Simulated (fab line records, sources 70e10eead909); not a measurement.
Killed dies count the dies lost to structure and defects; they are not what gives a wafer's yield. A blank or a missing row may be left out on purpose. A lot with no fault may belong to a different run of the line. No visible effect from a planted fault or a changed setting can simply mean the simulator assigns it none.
Chamber matching || flow nand-harc || NHARC_P_CONTACT_STRIP_28 on rie-diel-03: 4 sister chambers
The step strips in O2. 4 wafers are shown with their chamber, then 10 later ones without.

== EACH WAFER AND ITS CHAMBER ==
{"wafer": "L075.1", "chamber": 3, "showerhead-plenum-p-Torr (Torr)": 3.77}
{"wafer": "L088.5", "chamber": 1, "showerhead-plenum-p-Torr (Torr)": 3.54}
{"wafer": "L089.1", "chamber": 2, "showerhead-plenum-p-Torr (Torr)": 3.51}
{"wafer": "L089.4", "chamber": 0, "showerhead-plenum-p-Torr (Torr)": 3.48}

== WAFERS WHOSE CHAMBER IS MISSING ==
{"wafer": "L089.5", "showerhead-plenum-p-Torr (Torr)": 3.54}
{"wafer": "L092.2", "showerhead-plenum-p-Torr (Torr)": 3.51}
{"wafer": "L092.5", "showerhead-plenum-p-Torr (Torr)": 3.51}
{"wafer": "L092.6", "showerhead-plenum-p-Torr (Torr)": 3.76}
{"wafer": "L093.4", "showerhead-plenum-p-Torr (Torr)": 3.76}
{"wafer": "L093.5", "showerhead-plenum-p-Torr (Torr)": 3.48}
{"wafer": "L093.6", "showerhead-plenum-p-Torr (Torr)": 3.76}
{"wafer": "L097.3", "showerhead-plenum-p-Torr (Torr)": 3.51}
{"wafer": "L097.5", "showerhead-plenum-p-Torr (Torr)": 3.48}
{"wafer": "L097.6", "showerhead-plenum-p-Torr (Torr)": 3.54}

== EACH ONE'S CHAMBER ==
{"wafer": "L089.5", "from the rows above": 1, "in truth": 1}
{"wafer": "L092.2", "from the rows above": 2, "in truth": 2}
{"wafer": "L092.5", "from the rows above": 2, "in truth": 2}
{"wafer": "L092.6", "from the rows above": 3, "in truth": 3}
{"wafer": "L093.4", "from the rows above": 3, "in truth": 3}
{"wafer": "L093.5", "from the rows above": 0, "in truth": 0}
{"wafer": "L093.6", "from the rows above": 3, "in truth": 3}
{"wafer": "L097.3", "from the rows above": 2, "in truth": 2}
{"wafer": "L097.5", "from the rows above": 0, "in truth": 0}
{"wafer": "L097.6", "from the rows above": 1, "in truth": 1}
10 of 10 placed correctly. From these rows, 0 cannot be placed. Placed wrongly: 0.
How it was worked out, from the rows above alone: a wafer's distance from a chamber is the root of the sum, over the readings, of the square of ((its reading less the chamber's mean) divided by the reading's scatter). If the next closest chamber is less than 2 further off than the closest, the wafer can't be placed; otherwise it belongs to the closest. The mean given for a chamber averages the wafers shown for that chamber. The scatter (one wafer shown for each chamber): square how far every hidden wafer sits from the nearest shown wafer, average those squares and take the square root.
